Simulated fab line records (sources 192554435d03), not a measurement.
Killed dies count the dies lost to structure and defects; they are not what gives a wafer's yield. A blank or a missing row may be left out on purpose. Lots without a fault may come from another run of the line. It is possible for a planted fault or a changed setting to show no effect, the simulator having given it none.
Comparing a struck lot with a sound one | flow n5 finfet | 38 steps out of a route of 1938
Sound: wafers L845.1, L845.5, L845.6. Struck: wafer L854.6. (L854.4 of the same lot was not struck and is left out.) The cause comes at the end.
At each step with rows: each side's tool, then ch and its chambers, then its first start. Under that, the readings that differ: sound wafers | struck wafers | difference of the means | sigmas: that difference in standard deviations of wafers without a fault.
alike: readings with means less than 2 such deviations apart, plus words and numbers identical on both sides. not compared: withheld readings, readings lacking a value on some wafer, bounds such as >300 that could conceal the same value, and numbers that have no deviation in the record and whose values overlap.
Wherever a step has rows on one side only, a row that says differs or no value, or a row with sigmas, the two part there. Numbers that have no deviation but don't overlap get no sigmas and don't part them. Lack of a reading on every wafer of one side parts them only where that side has two or more wafers.

first, 11 steps without rows for these wafers: N5_BEOL_M12_ETCH_59 (etches BARC in N2/H2, target depth 89 nm, overetch 26.7 nm, time 67.9 s); N5_BEOL_M12_VIA_ETCH_16 (etches SiOC in C4F8/O2/Ar, target depth 724.8 nm); N5_BEOL_M12_STRIP_63 (strips in N2/H2); N5_BEOL_M12_STRIP_64 (strips in N2/H2); N5_BEOL_M12_STRIP_71 (strips in post etch residue remover, time 60 s); N5_BEOL_M12_SRD_72 (time 30 s, dry time 30 s); N5_BEOL_M12_COAT_65 (time 60 s, resist thk 300 nm); N5_BEOL_M12_COAT_66 (time 60 s, resist thk 110 nm); N5_BEOL_M12_COAT_22 (resist thk 300 nm); N5_BEOL_M12_EBR_24; N5_BEOL_M12_SOFTBAKE_23 (time 60 s).
N5_BEOL_M12_EXPOSE_25: exposes mask M12.
  sound on krf scanner-01 ch 0, day 12 10:20; struck on krf scanner-01 ch 0, day 14 00:38
  alike: mask
then, 3 steps without rows for these wafers: N5_BEOL_M12_PEB_26 (peb time 90 s); N5_BEOL_M12_DEVELOP_27 (develop time 45 s); N5_BEOL_M12_HARDBAKE_32 (time 120 s).
N5_BEOL_M12_CD_MEAS_28: the cd target is 160.2 nm.
  sound on cd sem-01 ch 0, day 12 10:31; struck on cd sem-01 ch 0, day 14 00:47
  reading    | sound             | struck | difference | sigmas
  cd nm (nm) | 160.6 157.7 159.8 | 169.9  | +10.5      | +11
then, 20 steps without rows for these wafers: N5_BEOL_M12_DESCUM_33 (chemistry O2, time 7.9 s); N5_BEOL_M12_ETCH_67 (etches SiARC in CF4, target depth 143 nm, time 238.3 s); N5_BEOL_M12_ETCH_68 (etches SOC in N2/H2, time 285 s); N5_BEOL_M12_STRIP_69 (strips in N2/H2); N5_BEOL_M12_TRENCH_ETCH_34 (etches SiOC in C4F8/O2/Ar, target depth 318.95 nm, time 125.5 s); N5_BEOL_M12_STRIP_70 (strips in C4F8/O2/Ar); N5_BEOL_M12_STRIP_37 (strips in N2/H2); N5_BEOL_M12_ETCH_38 (etches SiCN in CF4/N2, target depth 68.7 nm, time 73.4 s); N5_BEOL_M12_PRECLEAN_39 (cleans in residue remover, time 60 s); N5_BEOL_M12_SRD_40 (time 30 s, dry time 30 s); N5_BEOL_M12_DEGAS_41 (time 60 s); N5_BEOL_M12_PRE_CLEAN_42 (time 30 s); N5_BEOL_M12_SPUTTER_43 (material TaN, target thk 15 nm, time 24.19 s); N5_BEOL_M12_SPUTTER_44 (material Ta, target thk 10 nm, time 16.13 s); N5_BEOL_M12_SPUTTER_45 (material Cu, target thk 80 nm, time 13.33 s); N5_BEOL_M12_ECD_47 (material Cu, target thk 720 nm); N5_BEOL_M12_ANNEAL_48 (time 90 s); N5_BEOL_M12_CMP_49 (polishes, stops on SiOC, t overpolish 20.6 s, target thk 320 nm); N5_BEOL_M12_PRE_CLEAN_52 (time 15 s); N5_BEOL_M12_DEP_53 (deposits SiCN from 3MS/NH3, target thk 30 nm, time 10.5 s).
N5_BEOL_M15_RC_MEAS_101:
  sound on prober-02 ch 0, day 13 09:07; struck on prober-01 ch 0, day 14 23:47
  reading                    | sound                   | struck  | difference | sigmas
  COMB_M13 (S/m)             | 4.2e-12 5.2e-12 4.5e-12 | 2e-12   | -3e-12     | -2
  COMB_M15 (S/m)             | 2.5e-12 2.3e-12 1.1e-12 | 5e-13   | -1e-12     | -2
  COMB_M7 (S/m)              | 2.2e-11 2.1e-11 2.1e-11 | 3.2e-11 | +1.1e-11   | +2
  COMB_M9 (S/m)              | 1.2e-11 9e-12 1.2e-11   | 1.8e-11 | +7.0e-12   | +2
  SERP_M12 (ohm/um)          | 0.633 0.648 0.629       | 0.578   | -0.059     | -5
  SERP_M12_max_site (ohm/um) | 0.642 0.661 0.640       | 0.586   | -0.062     | -5
  SERP_M14 (ohm/um)          | 0.1634 0.1652 0.1656    | 0.1587  | -0.0060    | -2
  alike: COMB_M10, COMB_M11, COMB_M12, COMB_M14, COMB_M15_max_site, COMB_M5, COMB_M6, COMB_M8, SERP_M10, SERP_M11, SERP_M13, SERP_M5, SERP_M5_max_site, SERP_M6, SERP_M7, SERP_M8, SERP_M9
N5_PASSIVATION_PROBE_49:
  only the struck wafers here have rows in the record (prober-01, day 15 13:23); the sound ones have none

## WHERE THEY PART
Last at N5_PASSIVATION_PROBE_49 as far as this record goes, first at N5_BEOL_M12_CD_MEAS_28.

WHY: whatever the simulator had introduced
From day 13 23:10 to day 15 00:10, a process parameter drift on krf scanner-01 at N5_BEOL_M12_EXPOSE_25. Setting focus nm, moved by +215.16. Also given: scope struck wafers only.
